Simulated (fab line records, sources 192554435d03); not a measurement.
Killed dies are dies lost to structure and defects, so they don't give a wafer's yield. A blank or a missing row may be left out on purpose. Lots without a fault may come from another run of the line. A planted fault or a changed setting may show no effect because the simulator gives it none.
fab line records | flow n5_finfet
record lots=7 wafers=39
route steps=1938 shown FIN_SAQP@96 STI_FIN_REVEAL@190 SD_EPI_N@278 MOL_CONTACT_COAG@547 BEOL_M0_SAQP@636
start_h: hours from the record's first day to the start of the lot's first wafer shown | wait_h: hours since the lot's step before | " the same as in the row above | L1.1+2: a row that stands for several wafers | - no value, or no start given | * or withheld: withheld | < > ~ a bound
route shown NAME@n: a module of which the file shows steps, and the number in the route of the first | usual: mean/standard deviation of fault-free wafers | same: alike in all rows | chamber/n: place in a boat | sites: the reading at each site | _std_site: their standard deviation | _edge_site: outer sites' mean less inner sites' | radius_mm: how far each site lies from the wafer's centre | mask NAME#n: copy n | behind: the tool/chamber that last shaped the wafer | hold: why the lot was held/for how many hours/how that ended | device: the transistor (n, p or np) that didn't switch | end of line: the same wafers' tests at the end of the route | a step without rows: its recipe alone | killed: dies lost to structure and defects at the first sort, not the wafer's yield | map: a wafer's dies, x killed, . not, _ none there
set.NAME: the setting as run; set.NAME@STEP: as run at that earlier step | model.NAME: the simulator's own value behind a step, which no gauge read
lots whose settings were changed on purpose; a table a step, a row a wafer
## steps
# step N5_FIN_SAQP_HM_DEP_03
# recipe material=SiNx target_thk_a=380 temp_c=400 precursor=SiH4/NH3/N2 pressure_torr=1.5 rf_w=300 time_s=33.6
# columns lot.wafer tool chamber start_h wait_h set.time_s model.SiNx_of_FIN_SAQP_HM_DEP_03.thk_nm
L079.1 pecvd-01 2 51.09 0.2 51.47 57.25
L079.2 " 1 " " 33.6 37.96
L079.3 " 0 " " 51.47 57.2
L079.4 " 2 " " 51.47 58.28
L079.5 " 1 " " 33.6 38.7
L079.6 " 0 " " 33.6 37.87
L084.1 pecvd-04 0 81.19 0.2 33.6 37.76
L084.2+3 " 2,1 " " 33.6 37.71
L084.4 " 1 " " 33.6 38.16
L084.5 " 0 " " 33.6 38
L084.6 " 2 " " 33.6 38.14
L085.1 pecvd-04 1 88.30 0.3 33.6 37.74
L085.2 " 2 " " 33.6 37.43
L085.3 " 0 " " 16.35 18.43
L085.4 " 0 " " 33.6 38.21
L085.5 " 2 " " 16.35 18.28
L085.6 " 1 " " 16.35 19.28
L092.1 pecvd-04 0 128.91 0.2 33.6 37.77
L092.2 " 2 " " 33.6 36.59
L092.3 " 1 " " 33.6 37.69
L092.4 " 1 " " 33.6 37.99
L092.5 " 0 " " 33.6 38.35
L092.6 " 2 " " 33.6 38.22
L094.1 pecvd-02 0 141.60 0.2 33.6 37.87
L094.2 " 1 " " 33.6 38.06
L094.3 " 2 " " 48.46 54.46
L094.4 " 1 " " 48.46 55.26
L094.5 " 0 " " 48.46 55.52
L094.6 " 2 " " 33.6 38.17
L095.1 pecvd-04 2 147.53 0.2 41.93 46.97
L095.2 " 0 " " 33.6 38
L095.3 " 1 " " 33.6 37.84
L095.4 " 1 " " 41.93 47.74
L095.5 " 2 " " 41.93 47.98
L095.6 " 0 " " 33.6 38.59
L097.1 pecvd-01 1 160.56 0.2 33.6 37.52
L097.2 " 2 " " 33.6 38.16
L097.5 " 0 " " 33.6 38.1
# step N5_FIN_SAQP_THK_MEAS_05
# usual thk_nm=38.0/0.52
# columns lot.wafer tool chamber start_h wait_h set.time_s@FIN_SAQP_HM_DEP_03 thk_nm
L079.1 film_metro-01 - 51.18 0.1 51.47 57.2
L079.2 " - " " 33.6 38.0
L079.3 " - " " 51.47 57.2
L079.4 " - " " 51.47 58.3
L079.5 " - " " 33.6 38.7
L079.6 " - " " 33.6 37.8
L084.1 film_metro-02 - 81.28 0.1 33.6 37.8
L084.2 " - " " 33.6 37.7
L084.3 " - " " 33.6 37.7
L084.4 " - " " 33.6 38.2
L084.5 " - " " 33.6 38.0
L084.6 " - " " 33.6 38.1
L085.1 film_metro-02 - 88.39 0.1 33.6 37.7
L085.2 " - " " 33.6 37.4
L085.3 " - " " 16.35 18.5
L085.4 " - " " 33.6 38.2
L085.5 " - " " 16.35 18.3
L085.6 " - " " 16.35 19.2
L092.1 film_metro-02 - 129.00 0.1 33.6 37.8
L092.2 " - " " 33.6 36.6
L092.3 " - " " 33.6 37.7
L092.4 " - " " 33.6 38.0
L092.5 " - " " 33.6 38.3
L092.6 " - " " 33.6 38.2
L094.1 film_metro-02 - 141.68 0.1 33.6 37.8
L094.2 " - " " 33.6 38.1
L094.3 " - " " 48.46 54.4
L094.4 " - " " 48.46 55.3
L094.5 " - " " 48.46 55.5
L094.6 " - " " 33.6 38.2
L095.1 film_metro-02 - 147.61 0.1 41.93 46.9
L095.2 " - " " 33.6 38.0
L095.3 " - " " 33.6 37.8
L095.4 " - " " 41.93 47.8
L095.5 " - " " 41.93 48.0
L095.6 " - " " 33.6 38.5
L097.1 film_metro-01 - 160.65 0.1 33.6 37.5
L097.2 " - " " 33.6 38.2
L097.5 " - " " 33.6 38.0
# step N5_FIN_SAQP_PECVD_47
# recipe material=a-Si target_thk_a=450 temp_c=400 precursor=SiH4/He pressure_torr=3 rf_w=100 time_s=36.3
# step N5_FIN_SAQP_PECVD_48
# recipe material=SiNx target_thk_a=250 temp_c=400 precursor=SiH4/NH3/N2 pressure_torr=1.5 rf_w=300 time_s=22.1
# step N5_FIN_SAQP_ETCH_57
# recipe chemistry=CH3F/O2 target=SiNx mask_material=SiO2 target_depth_a=325 time_s=46.4 pressure_mtorr=30 source_w=395 bias_w=73 Ar_flow_sccm=150 CH3F_flow_sccm=30 O2_flow_sccm=20 ion_energy_ev=120 ends=cleared
# step N5_FIN_SAQP_ETCH_65
# recipe chemistry=CF4 target=SiO2 target_depth_a=40 ion_energy_ev=350 time_s=4.4 pressure_mtorr=10 icp_w=800 bias_w=400 cf4_flow_sccm=80
# step N5_FIN_SAQP_MANDREL_ETCH_58
# recipe chemistry=HBr/Cl2 target=a-Si target_depth_a=450 bt_time_s=10 stop_on=SiNx mask_material=SiO2 over_etch_frac=0.8 time_s=27 pressure_mtorr=10 icp_w=800 bias_w=75 HBr_flow_sccm=150 Cl2_flow_sccm=80 ends=end_point
# columns lot.wafer tool chamber start_h wait_h set.time_s@FIN_SAQP_HM_DEP_03 model.SiNx_of_FIN_SAQP_HM_DEP_03.thk_nm
L079.1 rie_si-01 0 54.19 0.0 51.47 57.25
L079.2+6 " 3,1 " " 33.6 37.8
L079.3 " 2 " " 51.47 57.2
L079.4 " 1 " " 51.47 58.2
L079.5 " 0 " " 33.6 38.7
L084.1 rie_si-04 2 84.18 0.0 33.6 37.76
L084.2+3 " 3,1 " " 33.6 37.71
L084.4 " 2 " " 33.6 38.16
L084.5 " 1 " " 33.6 38
L084.6 " 3 " " 33.6 38.14
L085.1 rie_si-04 3 91.61 0.0 33.6 37.74
L085.2 " 2 " " 33.6 37.43
L085.3 " 0 " " 16.35 18.4
L085.4 " 1 " " 33.6 38.21
L085.5 " 3 " " 16.35 18.28
L085.6 " 0 " " 16.35 19.2
L092.1 rie_si-01 3 132.20 0.0 33.6 37.6
L092.2 " 0 " " 33.6 36.59
L092.3 " 2 " " 33.6 37.69
L092.4 " 1 " " 33.6 37.8
L092.5 " 3 " " 33.6 38.2
L092.6 " 0 " " 33.6 38.22
L094.1 rie_si-01 1 144.84 0.0 33.6 37.8
L094.2 " 0 " " 33.6 38.06
L094.3 " 2 " " 48.46 54.46
L094.4 " 3 " " 48.46 55.2
L094.5 " 0 " " 48.46 55.52
L094.6 " 3 " " 33.6 38
L095.1 rie_si-01 2 150.59 0.0 41.93 46.97
L095.2+3 " 3,1 " " 33.6 37.8
L095.4 " 1 " " 41.93 47.6
L095.5 " 2 " " 41.93 47.98
L095.6 " 3 " " 33.6 38.4
L097.1 rie_si-01 3 163.88 0.0 33.6 37.4
L097.2 " 1 " " 33.6 38
L097.5 " 0 " " 33.6 38.1
# step N5_FIN_SAQP_RECESS_63
# recipe chemistry=HF/NH3 target=SiO2 target_depth_a=180 afs_cycles=3 temp_c=30 sublimation_temp_c=180 sublimation_time_s=60
# step N5_FIN_SAQP_COAT_68
# recipe resist=SOC temp_c=250 time_s=60 spin_rpm=1500 resist_thk_nm=100
# step N5_FIN_SAQP_MANDREL2_REMOVE_60
# recipe chemistry=HBr/Cl2/O2 bt_time_s=10 target=a-Si stop_on=SiNx endpoint=OES-SiCl over_etch_frac=1 icp_w=600 bias_w=22 HBr_flow_sccm=150 Cl2_flow_sccm=80 O2_flow_sccm=5 pressure_mtorr=10
# step N5_FIN_SAQP_HM_OPEN_33
# recipe chemistry=CH3F/O2 target=SiNx mask_material=SiO2 target_depth_a=494 time_s=70.6 pressure_mtorr=30 source_w=395 bias_w=73 Ar_flow_sccm=150 CH3F_flow_sccm=30 O2_flow_sccm=20 ion_energy_ev=120 ends=cleared
# usual etch_rf_on_time_s=69.3/1.5
# columns lot.wafer tool chamber start_h wait_h set.time_s@FIN_SAQP_HM_DEP_03 etch_rf_on_time_s model.etch.depth_nm
L079.1 rie_diel-02 0 55.71 0.0 51.47 105.3 56.62
L079.2 " 3 " " 33.6 68.8 37.22
L079.3 " 1 " " 51.47 103.9 56.57
L079.4 " 1 " " 51.47 105.3 57.54
L079.5 " 0 " " 33.6 70.3 38.07
L079.6 " 3 " " 33.6 68.4 37.13
L084.1 rie_diel-04 3 85.61 0.1 33.6 67.8 37.13
L084.2 " 1 " " 33.6 66.4 37.09
L084.3 " 2 " " 33.6 69.1 37.09
L084.4 " 0 " " 33.6 68.9 37.53
L084.5 " 3 " " 33.6 68.1 37.38
L084.6 " 0 " " 33.6 68.7 37.51
L085.1 rie_diel-04 0 95.24 0.1 33.6 68.2 37.12
L085.2 " 2 " " 33.6 67.8 36.8
L085.3 " 3 " " 16.35 32.1 17.78
L085.4 " 1 " " 33.6 67.2 37.58
L085.5 " 2 " " 16.35 32.9 17.65
L085.6 " 1 " " 16.35 33.5 18.63
L092.1 rie_diel-01 1 133.64 0.0 33.6 67.7 37.03
L092.2 " 2 " " 33.6 68.0 35.97
L092.3 " 0 " " 33.6 70.5 37.06
L092.4 " 3 " " 33.6 70.7 37.26
L092.5 " 1 " " 33.6 68.8 37.61
L092.6 " 2 " " 33.6 71.2 37.59
L094.1 rie_diel-01 1 146.84 0.4 33.6 67.5 37.13
L094.2 " 3 " " 33.6 70.5 37.43
L094.3 " 2 " " 48.46 102.1 53.83
L094.4 " 0 " " 48.46 102.9 54.52
L094.5 " 1 " " 48.46 99.6 54.89
L094.6 " 0 " " 33.6 70.2 37.43
L095.1 rie_diel-01 2 152.22 0.0 41.93 88.2 46.34
L095.2 " 3 " " 33.6 70.4 37.26
L095.3 " 1 " " 33.6 67.8 37.1
L095.4 " 0 " " 41.93 89.2 47
L095.5 " 0 " " 41.93 89.7 47.35
L095.6 " 1 " " 33.6 69.6 37.86
L097.1 rie_diel-01 3 165.53 0.0 33.6 69.2 36.78
L097.2 " 1 " " 33.6 68.3 37.42
L097.5 " 1 " " 33.6 67.6 37.47
# step N5_STI_FIN_REVEAL_ETCHBACK_08
# recipe chemistry=C4F6/O2 target=SiO2 target_depth_a=305 time_s=10.167 ion_energy_ev=250 pressure_mtorr=30 source_w=345 bias_w=185 Ar_flow_sccm=300 C4F6_flow_sccm=10 O2_flow_sccm=10
# columns lot.wafer tool chamber start_h wait_h set.target_depth_a
L079.1+2+3+4+5+6 rie_diel-02 0,3,0,3,3,0 63.69 0.4 305
L084.1+2+6 rie_diel-02 3,2,3 93.47 0.2 305
L084.3+4+5 " 1,1,2 " " 213.3
L085.1+2+5 rie_diel-04 0,2,2 103.84 0.3 146.1
L085.3+4+6 " 1,3,1 " " 305
L092.1+2+3+4+5+6 rie_diel-01 3,0,2,1,0,3 141.77 0.2 305
L094.1+3+4 rie_diel-02 3,1,2 154.53 0.3 305
L094.2+5+6 " 0,2,1 " " 169.2
L095.1+4+6 rie_diel-01 3,2,2 160.90 0.2 305
L095.2+3+5 " 0,1,1 " " 179.1
L097.1+2+5 rie_diel-04 2,1,3 173.70 0.2 305
# step N5_STI_FIN_REVEAL_STRIP_24
# recipe chemistry=N2/H2 time_s=90 power_w=100 temp_c=40 pressure_mtorr=100 rf_frequency_hz=6e+07 bias_power_w=3 n2_flow_sccm=300 h2_flow_sccm=300
# step N5_STI_FIN_REVEAL_PRECLEAN_25
# recipe chemistry=SPM time_s=90 temp_c=120 mix=4:1
# step N5_STI_FIN_REVEAL_SRD_23
# recipe dry=ipa_marangoni time_s=30 temp_c=23 rinse_liquid=diw
# step N5_STI_FIN_REVEAL_FIN_H_MEAS_10
# usual trench_depth_nm=51.9/0.65
# columns lot.wafer tool chamber start_h wait_h set.target_depth_a@STI_FIN_REVEAL_ETCHBACK_08 trench_depth_nm
L079.1 ocd-01 - 66.71 0.0 305 52.0
L079.2 " - " " 305 51.8
L079.3 " - " " 305 51.2
L079.4 " - " " 305 51.6
L079.5 " - " " 305 51.4
L079.6 " - " " 305 51.6
L084.1 ocd-02 - 96.46 0.0 305 52.0
L084.2 " - " " 305 52.4
L084.3 " - " " 213.3 43.3
L084.4 " - " " 213.3 43.9
L084.5 " - " " 213.3 43.3
L084.6 " - " " 305 51.8
L085.1 ocd-02 - 106.84 0.0 146.1 35.8
L085.2 " - " " 146.1 36.0
L085.3 " - " " 305 52.8
L085.4 " - " " 305 52.7
L085.5 " - " " 146.1 36.2
L085.6 " - " " 305 52.3
L092.1 ocd-02 - 144.74 0.0 305 50.9
L092.2 " - " " 305 51.3
L092.3 " - " " 305 50.9
L092.4 " - " " 305 52.2
L092.5 " - " " 305 51.1
L092.6 " - " " 305 51.3
L094.1 ocd-02 - 157.50 0.0 305 51.5
L094.2 " - " " 169.2 38.0
L094.3 " - " " 305 51.3
L094.4 " - " " 305 51.9
L094.5 " - " " 169.2 38.2
L094.6 " - " " 169.2 39.0
L095.1 ocd-01 - 163.86 0.0 305 50.7
L095.2 " - " " 179.1 38.9
L095.3 " - " " 179.1 38.9
L095.4 " - " " 305 50.6
L095.5 " - " " 179.1 39.0
L095.6 " - " " 305 50.7
L097.1 ocd-01 - 176.65 0.0 305 51.2
L097.2 " - " " 305 52.1
L097.5 " - " " 305 51.4
# step N5_SD_EPI_N_ETCH_45
# recipe chemistry=CH3F/O2 target=SiOCN target_depth_a=60 mask_material=SOC ion_energy_ev=60 bias_w=29 pressure_mtorr=15 source_w=410 Ar_flow_sccm=150 CH3F_flow_sccm=30 O2_flow_sccm=20
# columns lot.wafer tool chamber start_h wait_h set.target_depth_a model.etch.depth_nm
L079.1 rie_diel-01 2 78.60 0.1 60 5.893
L079.2 " 1 " " 60 6.127
L079.3 " 3 " " 60 5.963
L079.4 " 0 " " 78.04 7.656
L079.5 " 2 " " 78.04 7.665
L079.6 " 3 " " 78.04 7.733
L084.1 rie_diel-01 2 108.72 0.1 73.14 7.214
L084.2 " 3 " " 60 5.968
L084.3 " 1 " " 73.14 7.468
L084.4 " 0 " " 60 5.872
L084.5 " 1 " " 73.14 7.496
L084.6 " 0 " " 60 5.921
L085.1 rie_diel-01 3 118.80 0.1 60 5.952
L085.2 " 0 " " 60 5.908
L085.3 " 2 " " 60 5.896
L085.4 " 1 " " 60 6.089
L085.5 " 2 " " 60 5.827
L085.6 " 3 " " 60 5.931
L092.1 rie_diel-01 2 158.25 0.1 60 5.892
L092.2 " 3 " " 60 5.889
L092.3 " 1 " " 60 6.058
L092.4 " 0 " " 60 5.831
L092.5 " 2 " " 60 5.874
L092.6 " 1 " " 60 6.109
L094.1 rie_diel-04 1 169.31 0.1 60 6.15
L094.2 " 2 " " 40.02 3.998
L094.3 " 3 " " 60 6.12
L094.4 " 0 " " 40.02 3.985
L094.5 " 3 " " 40.02 4.072
L094.6 " 2 " " 60 5.997
L095.1 rie_diel-04 2 175.38 0.1 60 5.978
L095.2 " 1 " " 60 6.108
L095.3 " 0 " " 83.59 8.235
L095.4 " 1 " " 83.59 8.452
L095.5 " 0 " " 83.59 8.241
L095.6 " 2 " " 60 5.976
L097.1 rie_diel-01 1 188.94 0.1 60 6.106
L097.2 " 2 " " 60 5.864
L097.5 " 2 " " 60 5.894
# step N5_MOL_CONTACT_COAG_SPUTTER_143
# recipe material=Co target_thk_a=25 temp_c=25 chamber_pressure_pa=0.2
# columns lot.wafer tool chamber start_h wait_h set.target_thk_a model.Co_of_MOL_CONTACT_COAG_SPUTTER_143.thk_nm
L079.1+4 pvd_sputter-01 - 121.17 0.0 18.28 1.8
L079.2+3+6 " - " " 25 2.4
L079.5 " - " " 18.28 1.6
L084.1+3 pvd_sputter-02 - 153.73 0.0 17.58 1.8
L084.2 " - " " 17.58 2
L084.4+5 " - " " 25 2.6
L084.6 " - " " 25 2.4
L085.1+3+4+6 pvd_sputter-03 - 161.86 0.0 25 2.4
L085.2+5 " - " " 25 2.8
L092.1+4+6 pvd_sputter-01 - 201.34 0.0 37.54 3.8
L092.2+3+5 " - " " 25 2.6
L094.1+4+6 pvd_sputter-01 - 210.57 0.0 13.03 1.2
L094.2+5 " - " " 25 2.4
L094.3 " - " " 25 2.6
L095.1+3+4+5+6 pvd_sputter-03 - 215.85 0.0 25 2.4
L095.2 " - " " 25 2.8
L097.1+5 pvd_sputter-01 - 229.02 0.0 25 2.4
L097.2 " - " " 25 2.6
# step N5_BEOL_M0_SAQP_PECVD_96
# recipe material=a-Si target_thk_a=450 temp_c=350 precursor=SiH4/He pressure_torr=3 rf_w=100 time_s=45.2
# columns lot.wafer tool chamber start_h wait_h set.time_s model.a-Si_of_BEOL_M0_SAQP_PECVD_96.thk_nm
L079.1 pecvd-02 2 135.63 0.0 45.2 45.4
L079.2 " 1 " " 60.41 60.4
L079.3 " 0 " " 60.41 59.8
L079.4 " 1 " " 60.41 60.8
L079.5 " 0 " " 45.2 45.8
L079.6 " 2 " " 45.2 46
L084.1+3 pecvd-03 2,1 169.10 0.0 34.76 34.2
L084.2 " 0 " " 45.2 44.8
L084.4 " 1 " " 34.76 34
L084.5 " 2 " " 45.2 45.8
L084.6 " 0 " " 45.2 45.2
L085.1 pecvd-01 0 175.55 0.0 22.53 22
L085.2 " 2 " " 45.2 44.8
L085.3 " 1 " " 45.2 44.6
L085.4 " 0 " " 22.53 22.6
L085.5 " 1 " " 45.2 45.6
L085.6 " 2 " " 22.53 22.8
L092.1 pecvd-02 2 216.76 0.0 45.2 44
L092.2 " 1 " " 45.2 44.6
L092.3 " 0 " " 45.2 45.4
L092.4 " 0 " " 45.2 45.6
L092.5+6 " 2,1 " " 45.2 45
L094.1+2 pecvd-03 0,1 226.43 0.0 45.2 44.4
L094.3+6 " 2,1 " " 45.2 44.6
L094.4 " 2 " " 45.2 45.2
L094.5 " 0 " " 45.2 45
L095.1+5 pecvd-01 1,0 229.69 0.0 45.2 44.8
L095.2 " 0 " " 45.2 43.8
L095.3+4 " 1,0 " " 45.2 45.2
L095.6 " 1 " " 45.2 45.4
L097.1 pecvd-03 1 245.78 0.0 45.2 45.2
L097.2 " 2 " " 45.2 45.4
L097.5 " 0 " " 45.2 45.8
# step N5_BEOL_M0_SAQP_PECVD_97
# recipe material=SiNx target_thk_a=230 temp_c=350 precursor=SiH4/NH3/N2 pressure_torr=1.5 rf_w=300 time_s=19.9
# step N5_BEOL_M0_SAQP_PECVD_04
# recipe material=a-Si target_thk_a=600 temp_c=350 precursor=SiH4/He pressure_torr=3 rf_w=100 time_s=60.2
# step N5_BEOL_M0_SAQP_ETCH_101
# recipe chemistry=CH3F/O2 target=SiNx mask_material=SiO2 target_depth_a=299 time_s=42.7 pressure_mtorr=30 source_w=395 bias_w=73 Ar_flow_sccm=150 CH3F_flow_sccm=30 O2_flow_sccm=20 ion_energy_ev=120
# step N5_BEOL_M0_SAQP_ETCH_102
# recipe chemistry=CF4 target=SiO2 target_depth_a=40 ion_energy_ev=350 time_s=4.4 pressure_mtorr=10 icp_w=800 bias_w=400 cf4_flow_sccm=80
# step N5_BEOL_M0_SAQP_MANDREL_ETCH_103
# recipe chemistry=HBr/Cl2 target=a-Si target_depth_a=450 bt_time_s=10 stop_on=SiCN mask_material=SiO2 over_etch_frac=0.8 time_s=27 pressure_mtorr=10 icp_w=800 bias_w=75 HBr_flow_sccm=150 Cl2_flow_sccm=80 ends=end_point
# usual oes_product_au=0.685/0.011
# columns lot.wafer tool chamber start_h wait_h set.time_s@BEOL_M0_SAQP_PECVD_96 oes_product_au model.etch.depth_nm
L079.1 rie_si-03 2 138.34 0.0 45.2 0.686 45.35
L079.2 " 3 " " 60.41 0.835 60.4
L079.3 " 0 " " 60.41 0.837 59.78
L079.4 " 1 " " 60.41 0.811 60.78
L079.5 " 2 " " 45.2 0.683 45.88
L079.6 " 3 " " 45.2 0.703 45.91
L084.1 rie_si-05 0 172.04 0.0 34.76 0.586 34.19
L084.2 " 3 " " 45.2 0.672 44.74
L084.3 " 1 " " 34.76 0.581 34.27
L084.4 " 2 " " 34.76 0.585 34.05
L084.5 " 3 " " 45.2 0.675 45.82
L084.6 " 0 " " 45.2 0.688 45.14
L085.1 rie_si-05 1 178.55 0.0 22.53 0.478 22.01
L085.2 " 0 " " 45.2 0.684 44.73
L085.3 " 3 " " 45.2 0.664 44.62
L085.4 " 2 " " 22.53 0.490 22.68
L085.5 " 3 " " 45.2 0.674 45.64
L085.6 " 2 " " 22.53 0.487 22.88
L092.1 rie_si-06 3 219.13 0.0 45.2 0.684 44.07
L092.2 " 0 " " 45.2 0.672 44.58
L092.3 " 2 " " 45.2 0.697 45.49
L092.4 " 1 " " 45.2 0.676 45.64
L092.5 " 0 " " 45.2 0.687 44.97
L092.6 " 1 " " 45.2 0.676 44.92
L094.1 rie_si-06 3 228.82 0.0 45.2 0.696 44.41
L094.2 " 1 " " 45.2 0.667 44.39
L094.3 " 0 " " 45.2 0.680 44.5
L094.4 " 2 " " 45.2 0.689 45.22
L094.5 " 2 " " 45.2 0.697 45.02
L094.6 " 1 " " 45.2 0.682 44.57
L095.1 rie_si-03 1 232.75 0.0 45.2 0.677 44.85
L095.2 " 0 " " 45.2 0.689 43.82
L095.3 " 3 " " 45.2 0.702 45.18
L095.4 " 2 " " 45.2 0.689 45.22
L095.5 " 0 " " 45.2 0.694 44.77
L095.6 " 3 " " 45.2 0.703 45.37
L097.1 rie_si-03 0 248.40 0.0 45.2 0.696 45.19
L097.2 " 3 " " 45.2 0.692 45.37
L097.5 " 0 " " 45.2 0.701 45.79
## key
split step=N5_FIN_SAQP_HM_DEP_03 setting=time_s stated=33.6 by=wafer
response step=N5_FIN_SAQP_HM_DEP_03 reading=model.SiNx_of_FIN_SAQP_HM_DEP_03.thk_nm change=+0.374 per=1% r=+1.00
response step=N5_FIN_SAQP_THK_MEAS_05 reading=thk_nm change=* per=1% r=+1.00
response step=N5_FIN_SAQP_MANDREL_ETCH_58 reading=model.SiNx_of_FIN_SAQP_HM_DEP_03.thk_nm change=+0.375 per=1% r=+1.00
response step=N5_FIN_SAQP_HM_OPEN_33 reading=etch_rf_on_time_s change=* per=1% r=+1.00
response step=N5_FIN_SAQP_HM_OPEN_33 reading=model.etch.depth_nm change=+0.374 per=1% r=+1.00
split step=N5_STI_FIN_REVEAL_ETCHBACK_08 setting=target_depth_a stated=305 by=wafer
response step=N5_STI_FIN_REVEAL_FIN_H_MEAS_10 reading=trench_depth_nm change=+0.301 per=1% r=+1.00
split step=N5_SD_EPI_N_ETCH_45 setting=target_depth_a stated=60 by=wafer
response step=N5_SD_EPI_N_ETCH_45 reading=model.etch.depth_nm change=+0.0599 per=1% r=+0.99
split step=N5_MOL_CONTACT_COAG_SPUTTER_143 setting=target_thk_a stated=25 by=wafer
response step=N5_MOL_CONTACT_COAG_SPUTTER_143 reading=model.Co_of_MOL_CONTACT_COAG_SPUTTER_143.thk_nm change=+0.0247 per=1% r=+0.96
split step=N5_BEOL_M0_SAQP_PECVD_96 setting=time_s stated=45.2 by=wafer
response step=N5_BEOL_M0_SAQP_PECVD_96 reading=model.a-Si_of_BEOL_M0_SAQP_PECVD_96.thk_nm change=+0.449 per=1% r=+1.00
response step=N5_BEOL_M0_SAQP_MANDREL_ETCH_103 reading=oes_product_au change=+0.00389 per=1% r=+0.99
response step=N5_BEOL_M0_SAQP_MANDREL_ETCH_103 reading=model.etch.depth_nm change=+0.448 per=1% r=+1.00
